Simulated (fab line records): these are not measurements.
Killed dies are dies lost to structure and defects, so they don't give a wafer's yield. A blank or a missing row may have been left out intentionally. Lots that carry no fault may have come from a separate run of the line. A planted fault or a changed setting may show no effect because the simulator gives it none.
Struck lot and sound lot, side by side -- flow n5 finfet -- 19 steps out of a route of 1938
Sound: the wafers L404.3, L404.5, L404.6. Struck: wafers L420.3, L420.5 (left out: L420.6, a lot-mate that was not struck); the cause follows at the end.
At each step with rows: each side's tool, then ch and its chambers, then its first start. Under that, the readings that differ: sound wafers -- struck wafers -- difference of the means -- sigmas: that difference in standard deviations of wafers without a fault.
alike: a reading whose means differ by less than 2 such deviations, as well as words and numbers matching on both sides. not compared: withheld readings; readings where some wafer has no value; bounds like >300 that might hide an equal value; numbers whose values overlap and for which the record gives no deviation.
The two part at a step that has a row with sigmas, a row that says differs or no value, or rows on one side only. Numbers that have no deviation but don't overlap get no sigmas and don't part them. A reading that every wafer of one side lacks parts them only if that side has two wafers or more.

first, 4 steps without rows for these wafers: N5_PMOS_HMC_CHANNEL_EPI_SOFTBAKE_04 (time 60 s); N5_PMOS_HMC_CHANNEL_EPI_EXPOSE_06 (exposes mask PMOS HMC BLK, target cd 240 nm); N5_PMOS_HMC_CHANNEL_EPI_PEB_07 (peb time 60 s); N5_PMOS_HMC_CHANNEL_EPI_DEVELOP_08 (develop time 30 s).
N5_PMOS_HMC_CHANNEL_EPI_CD_MEAS_09: the cd target is 237.4 nm.
  sound on cd sem-03 ch 0, day 3 05:32; struck on cd sem-01 ch 0, day 7 05:49
  alike: cd nm
N5_PMOS_HMC_CHANNEL_EPI_OVL_MEAS_10:
  sound on overlay-02 ch 0, day 3 05:36; struck on overlay-02 ch 0, day 7 05:51
  alike: PMOS_HMC_BLK_OVL
N5_PMOS_HMC_CHANNEL_EPI_INSPECT_11: inspects for defects (macro).
  sound: defect inspect-01 at day 3 05:37; struck: defect inspect-01 at day 7 05:52
  alike: raw defect count
N5_PMOS_HMC_CHANNEL_EPI_DESCUM_14: chemistry O2, time 7.9 s.
  sound on rie diel-01 ch 0,2,3, day 3 06:08; struck on rie diel-02 ch 2,3, day 7 06:03
  alike: drypump motor current A, oes product au, rf fwd power W, rf vpp V, showerhead plenum p Torr, throttle valve pct
  not compared: rf hours counter h
N5_PMOS_HMC_CHANNEL_EPI_ETCH_32: etches BARC in N2/H2, stops on SiO2, target depth 85.8 nm, time 50.3 s.
  sound on rie diel-01 ch 0,2,3, day 3 06:10; struck on rie diel-02 ch 2,3, day 7 06:05
  alike: drypump motor current A, oes product au, rf fwd power W, rf vpp V, showerhead plenum p Torr, throttle valve pct
  not compared: rf hours counter h
N5_PMOS_HMC_CHANNEL_EPI_HM_OPEN_15: chemistry CHF3/O2, target SiO2, target depth 40.6 nm, time 20.3 s.
  sound on rie diel-01 ch 0,2,3, day 3 06:13; struck on rie diel-02 ch 2,3, day 7 06:08
  alike: drypump motor current A, oes product au, rf fwd power W, rf vpp V, showerhead plenum p Torr, throttle valve pct
  not compared: rf hours counter h
N5_PMOS_HMC_CHANNEL_EPI_STRIP_33: strips in N2/H2.
  sound on rie diel-01 ch 0,2,3, day 3 06:16; struck on rie diel-02 ch 2,3, day 7 06:11
  alike: drypump motor current A, oes product au, rf vpp V, showerhead plenum p Torr, throttle valve pct
  not compared: rf hours counter h
then, 1 step without rows for these wafers: N5_PMOS_HMC_CHANNEL_EPI_STRIP_17 (strips in SPM, time 750 s).
N5_PMOS_HMC_CHANNEL_EPI_ETCH_38: etches SiO2 in CF4, target depth 1.5 nm.
  sound on rie si-02 ch 2,3, day 3 06:35; struck on rie si-04 ch 1,2, day 7 06:31
reading,sound,struck,difference,sigmas
oes product au (a.u.),1.009 0.966 0.997,1.436 1.405,+0.430,+24
model.etch.depth nm (nm),1.481 1.483 1.479,2.453 2.439,+0.965,
model.SiO2_of_PMOS_HMC_CHANNEL_EPI_HM_DEP_34.thk nm (nm),34.62 33.98 34.7,33.84 33.93,-0.55,
  alike: drypump motor current A, rf fwd power W, throttle valve pct
  not compared: rf hours counter h
N5_PMOS_HMC_CHANNEL_EPI_FIN_RECESS_16: chemistry HBr/Cl2, target Si, target depth 54 nm, time 18 s.
  sound on rie si-02 ch 2,3, day 3 06:37; struck on rie si-04 ch 1,2, day 7 06:32
  alike: drypump motor current A, oes product au, rf fwd power W, throttle valve pct
  not compared: rf hours counter h
then, 1 step without rows for these wafers: N5_PMOS_HMC_CHANNEL_EPI_PRECLEAN_36 (cleans in O3/DIW, time 45 s).
N5_PMOS_HMC_CHANNEL_EPI_PRECLEAN_18: cleans in DHF, time 30 s.
  sound on wet bench-03 ch 1,2,4, day 3 06:44; struck on wet bench-01 ch 4,5, day 7 06:38
reading,sound,struck,difference,sigmas
model.SiO2_of_PMOS_HMC_CHANNEL_EPI_HM_DEP_34.thk nm (nm),24.97 24.26 25.06,24.05 24.16,-0.66,
then, 1 step without rows for these wafers: N5_PMOS_HMC_CHANNEL_EPI_SRD_19 (time 30 s).
-- the record jumps here: 7 days lie between the struck wafers' starts before and after (it left off in module PMOS_HMC_CHANNEL_EPI and takes up again in module BEOL_M4, whose first step shown is number 1111 of the route) --
N5_BEOL_M4_RC_MEAS_101:
  sound on prober-01 ch 0, day 10 07:19; struck on prober-02 ch 0, day 14 04:46
  alike: DIBL_N, DIBL_P, IOFF_N, IOFF_P, ION_N, ION_P, SS_N, SS_P, VT_N, VT_P
-- the record jumps here: 5 days lie between the struck wafers' starts before and after (it left off in module BEOL_M4 and takes up again in module PASSIVATION, whose first step shown is number 1936 of the route) --
N5_PASSIVATION_PROBE_49:
  record: rows for the struck wafers here (prober-02, day 18 17:52), none for the sound ones

## WHERE THEY PART
Last at N5_PASSIVATION_PROBE_49 as far as this record goes, first at N5_PMOS_HMC_CHANNEL_EPI_ETCH_38.

WHY: whatever the simulator had introduced
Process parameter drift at N5_PMOS_HMC_CHANNEL_EPI_ETCH_38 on rie si-04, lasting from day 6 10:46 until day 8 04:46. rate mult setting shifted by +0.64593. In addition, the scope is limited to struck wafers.
